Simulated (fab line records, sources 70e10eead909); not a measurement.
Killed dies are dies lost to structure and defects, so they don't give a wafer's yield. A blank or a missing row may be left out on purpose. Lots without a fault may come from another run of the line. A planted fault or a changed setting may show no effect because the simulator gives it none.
Chamber matching | flow nand_harc | NHARC_P_M0_DEP_32 on pecvd-04: 3 sister chambers
The step deposits SiCN, target thk 30 nm. 3 wafers are shown with their chamber, then 8 later ones without.

WAFERS WITH THEIR CHAMBER
wafer  | chamber | heater_power_w (W)
L139.4 | 2       | 718
L154.3 | 0       | 547
L155.2 | 1       | 660

WAFERS WITHOUT THEIR CHAMBER
wafer  | heater_power_w (W)
L155.3 | 476
L155.6 | 666
L156.1 | 612
L156.3 | 687
L156.4 | 678
L159.1 | 732
L159.3 | 538
L159.4 | 520

WHICH CHAMBER EACH WENT THROUGH
wafer  | from the rows above          | in truth
L155.3 | 0                            | 0
L155.6 | can't be placed: 1 or 2      | 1
L156.1 | can't be placed: 1 or 0 or 2 | 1
L156.3 | can't be placed: 1 or 2      | 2
L156.4 | can't be placed: 1 or 2      | 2
L159.1 | can't be placed: 2 or 1      | 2
L159.3 | 0                            | 0
L159.4 | 0                            | 0
Placed correctly: 3 of 8. Can't be placed from these rows: 5 (the true chamber is among the candidates in 5). Placed wrongly: 0.
How it was worked out, from the rows above alone: a wafer's distance from a chamber is the root of the sum, over the readings, of the square of ((its reading less the chamber's mean) divided by the reading's scatter). The wafer belongs to the nearest chamber; if the next one is less than 2 further off, it can't be placed. A chamber's mean is the mean of its shown wafers. The scatter: with one shown wafer a chamber, the root of the mean of the squares of how far each hidden wafer lies from its nearest shown one.
